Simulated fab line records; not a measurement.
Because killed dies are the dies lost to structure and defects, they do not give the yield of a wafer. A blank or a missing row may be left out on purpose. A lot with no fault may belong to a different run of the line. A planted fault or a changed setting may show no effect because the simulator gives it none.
Matching of chambers | flow nandHarc | rieSi-01 running NHARC_A_DECK1_JOINT_ETCHBACK_07: 4 sister chambers
The step etches the open film in HBr, target depth 105 nm, time 26.9 s. 4 wafers are shown with their chamber, then 7 later ones without.

EACH WAFER AND ITS CHAMBER
wafer  | chamber | drypumpMotorCurrentA (A)
L084.3 | 1       | 5.8
L084.4 | 2       | 4.9
L087.1 | 0       | 5.6
L087.2 | 3       | 5.5

WAFERS WITHOUT THEIR CHAMBER
wafer  | drypumpMotorCurrentA (A)
L087.3 | 5.9
L090.1 | 5.8
L090.3 | 5.6
L090.4 | 5.8
L094.1 | 5.6
L094.4 | 5.5
L094.5 | 4.9

THE CHAMBER EACH PASSED THROUGH
wafer  | from the rows above | in truth
L087.3 | 1                   | 1
L090.1 | 1                   | 1
L090.3 | 0                   | 0
L090.4 | 1                   | 1
L094.1 | 0                   | 0
L094.4 | 3                   | 3
L094.5 | 2                   | 2
7 of 7 placed correctly. Not placeable from these rows: 0. Number placed wrongly: 0.
How it was worked out, from the rows above alone: a wafer's distance from a chamber is the root of the sum, over the readings, of the square of ((its reading less the chamber's mean) divided by the reading's scatter). If the next closest chamber is less than 2 further off than the closest, the wafer can't be placed; otherwise it belongs to the closest. For every chamber, the mean is computed from those of its wafers that are shown. The scatter: root of mean squared gap, hidden wafer to nearest shown wafer, with one shown wafer a chamber.
